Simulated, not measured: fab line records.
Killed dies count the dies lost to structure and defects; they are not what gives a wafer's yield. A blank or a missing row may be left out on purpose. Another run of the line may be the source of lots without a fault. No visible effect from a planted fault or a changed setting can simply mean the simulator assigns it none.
Matching of chambers	flow n5Finfet	N5_BEOL_M1_ETCH_70 on rieDiel-02 has 4 sister chambers
The step etches SOC in N2/H2, target depth 80 nm, overetch 16 nm, time 120 s. 4 wafers are shown with their chamber, then 11 later ones without.

== WAFERS, EACH WITH ITS CHAMBER ==
wafer	chamber	drypumpMotorCurrentA (A)
L085.6	1	6.4
L088.2	0	6.3
L088.4	3	5.5
L089.3	2	6.3

== WAFERS WITH NO CHAMBER GIVEN ==
wafer	drypumpMotorCurrentA (A)
L089.4	6.3
L089.6	6.3
L094.1	6.4
L094.4	6.3
L094.5	6.4
L092.1	6.4
L092.3	6.4
L092.5	6.3
L097.4	5.6
L097.5	6.3
L097.6	5.5

== WHICH CHAMBER EACH WENT THROUGH ==
wafer	from the rows above	in truth
L089.4	can't be placed: 0 or 2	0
L089.6	can't be placed: 0 or 2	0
L094.1	1	1
L094.4	can't be placed: 0 or 2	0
L094.5	1	1
L092.1	1	1
L092.3	1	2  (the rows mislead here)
L092.5	can't be placed: 0 or 2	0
L097.4	3	3
L097.5	can't be placed: 0 or 2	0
L097.6	3	3
Correctly placed: 5 of 11. Can't be placed from these rows: 5 (the true chamber is among the candidates in 5). Number placed wrongly: 1.
How it was worked out, from the rows above alone: a wafer's distance from a chamber is the root of the sum, over the readings, of the square of ((its reading less the chamber's mean) divided by the reading's scatter). If the next closest chamber is less than 2 further off than the closest, the wafer can't be placed; otherwise it belongs to the closest. A chamber's mean is the mean of its shown wafers. The scatter: with one shown wafer a chamber, the root of the mean of the squares of how far each hidden wafer lies from its nearest shown one.
